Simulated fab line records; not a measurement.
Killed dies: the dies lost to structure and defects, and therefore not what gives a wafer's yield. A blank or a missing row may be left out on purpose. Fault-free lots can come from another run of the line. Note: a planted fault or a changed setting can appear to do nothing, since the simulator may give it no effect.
A lot that was struck, set against a sound lot ; flow nandHarc ; 14 steps out of a route of 1159
Sound: the wafers L233.4, L233.5, L233.6. Struck: wafer L229.3. (L229.2 of the same lot was not struck and is left out.) The cause comes at the end.
For every step that has rows: the tool of each side, followed by ch and its chambers, followed by its first start. Under that, the readings that differ: sound wafers ; struck wafers ; difference of the means ; sigmas: that difference in standard deviations of wafers without a fault.
alike: readings whose means differ by less than 2 such deviations, and words and numbers that are the same on both sides. not compared: withheld readings, readings that some wafer has no value for, bounds like >300 that may hide the same value, and numbers for which the record gives no deviation and whose values overlap.
Wherever a step has rows on one side only, a row that says differs or no value, or a row with sigmas, the two part there. Non-overlapping numbers with no deviation appear without sigmas and do not part them. A reading that every wafer of one side lacks parts them only if that side has two wafers or more.

NHARC_A_STAIRCASE_TRIM_220: chemistry O2, time 211.2 s.
  sound on rieDiel-10 ch 0,1, day 16 03:31; struck on rieDiel-10 ch 1, day 15 10:00
  alike: chamberPressureMTorr, drypumpMotorCurrentA, oesProductAu, rfVppV, showerheadPlenumPTorr, throttleValvePct
  not compared: rfHoursCounterH
NHARC_A_STAIRCASE_ETCH_221: etches the open film in C4F8/O2, target depth 100 nm, time 40.5 s.
  sound on rieDiel-10 ch 0,2,3; struck on rieDiel-10 ch 3
reading;sound;struck;difference;sigmas
oesProductAu (a.u.);0.952 0.966 0.955;0.930;-0.028;-2
  alike: chamberPressureMTorr, rfVppV, runLengthS
  not compared: rfHoursCounterH
then, 1 step without rows for these wafers: NHARC_A_STAIRCASE_TRIM_222 (chemistry O2, time 211.2 s).
NHARC_A_STAIRCASE_ETCH_223: etches the open film in C4F8/O2, target depth 100 nm, time 40.5 s.
  sound on rieDiel-10 ch 0,1; struck on rieDiel-10 ch 3
  alike: chamberPressureMTorr, oesProductAu, rfVppV, runLengthS
  not compared: rfHoursCounterH
NHARC_A_STAIRCASE_TRIM_224: chemistry O2, time 211.2 s.
  sound on rieDiel-10 ch 0,3; struck on rieDiel-10 ch 3
reading;sound;struck;difference;sigmas
oesProductAu (a.u.);0.996 1.013 1.008;0.991;-0.015;-2
  alike: chamberPressureMTorr, drypumpMotorCurrentA, rfVppV, showerheadPlenumPTorr, throttleValvePct
  not compared: rfHoursCounterH
then, 4 steps without rows for these wafers: NHARC_A_STAIRCASE_ETCH_225 (etches the open film in C4F8/O2, target depth 100 nm, time 40.5 s); NHARC_A_STAIRCASE_TRIM_226 (chemistry O2, time 211.2 s); NHARC_A_STAIRCASE_ETCH_227 (etches the open film in C4F8/O2, target depth 100 nm, time 40.5 s); NHARC_A_STAIRCASE_TRIM_229 (chemistry O2, time 211.2 s).
NHARC_A_STAIRCASE_ETCH_230: etches the open film in C4F8/O2, target depth 100 nm, time 40.5 s.
  sound on rieDiel-12 ch 0,1,3; struck on rieDiel-10 ch 3
  alike: chamberPressureMTorr, oesProductAu, rfVppV, runLengthS
  not compared: rfHoursCounterH
then, 1 step without rows for these wafers: NHARC_A_STAIRCASE_TRIM_231 (chemistry O2, time 211.2 s).
NHARC_A_STAIRCASE_ETCH_232: etches the open film in C4F8/O2, target depth 100 nm, time 40.5 s.
  sound on rieDiel-12 ch 0,1,3, day 16 04:58; struck on rieDiel-10 ch 1, day 15 11:32
reading;sound;struck;difference;sigmas
oesProductAu (a.u.);0.936 0.924 0.923;0.948;+0.020;+3
rfVppV (V);901 904 906;888;-16;-3
runLengthS (s);62.0 61.7 62.1;72.6;+10.7;+32
  alike: chamberPressureMTorr
  not compared: rfHoursCounterH
then, 1 step without rows for these wafers: NHARC_A_STAIRCASE_TRIM_233 (chemistry O2, time 211.2 s).
-- the record jumps here: 9 days lie between the struck wafers' starts before and after (it left off in module A_STAIRCASE and takes up again in module END, whose first step shown is number 1159 of the route) --
NHARC_END_SORT_01:
  only the struck wafers appear in the record here, on prober-02 ch 0 at day 24 05:24; the sound ones have no rows

## WHERE THEY PART
At NHARC_A_STAIRCASE_ETCH_221 first; at NHARC_END_SORT_01 last (within this record only).

WHY: what the simulator had put in
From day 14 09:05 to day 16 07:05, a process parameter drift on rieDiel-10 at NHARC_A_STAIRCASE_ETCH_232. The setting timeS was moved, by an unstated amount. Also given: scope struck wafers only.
